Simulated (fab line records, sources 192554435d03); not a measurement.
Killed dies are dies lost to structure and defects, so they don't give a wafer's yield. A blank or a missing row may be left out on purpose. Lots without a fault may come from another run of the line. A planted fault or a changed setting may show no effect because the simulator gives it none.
Which tool did it? | flow n5_finfet | 6 lots, 18 wafers sampled, at 1 step of a route of 1938

WHAT THE GAUGES READ, wafer by wafer
N5_BEOL_M1_THK_MEAS_01.
lot  | measured     | on            | M1_ILD_THK (nm)
L955 | day 6 06:11  | film_metro-01 | 79.0 79.4 79.8
L958 | day 6 20:20  | film_metro-02 | 78.0 79.2 79.4
L966 | day 8 23:54  | film_metro-01 | 77.8 78.3 80.2
L970 | day 9 16:06  | film_metro-02 | 78.6 79.9 80.9
L975 | day 11 14:28 | film_metro-02 | 78.7 77.9 78.8
L978 | day 11 18:22 | film_metro-02 | 77.7 77.4 78.4

WHICH TOOL RAN EACH LOT (tool, then ch and the chambers of the sampled wafers, then the start)
The record holds no process step before these readings.

THE ANSWER, worked out from the rows above alone
Rule: what is usual is taken from the lots themselves. Put in order of their means at a reading, lots are off if they are a third of the lots or fewer, leave a main group of 4 or more, and stand apart from it by a gap of 3 or more times the standard deviation of the main group's means; of several such gaps the widest counts. A main group whose means are all the same, to the digits that the tables above print for the reading, isn't used. A lot without any number at a reading at which 4 lots or more have one is off too. The other lots that the step has rows for count as sound.
No lot is off at any reading shown: from this, nothing can be told.

WHAT THE SIMULATOR HAD PUT IN
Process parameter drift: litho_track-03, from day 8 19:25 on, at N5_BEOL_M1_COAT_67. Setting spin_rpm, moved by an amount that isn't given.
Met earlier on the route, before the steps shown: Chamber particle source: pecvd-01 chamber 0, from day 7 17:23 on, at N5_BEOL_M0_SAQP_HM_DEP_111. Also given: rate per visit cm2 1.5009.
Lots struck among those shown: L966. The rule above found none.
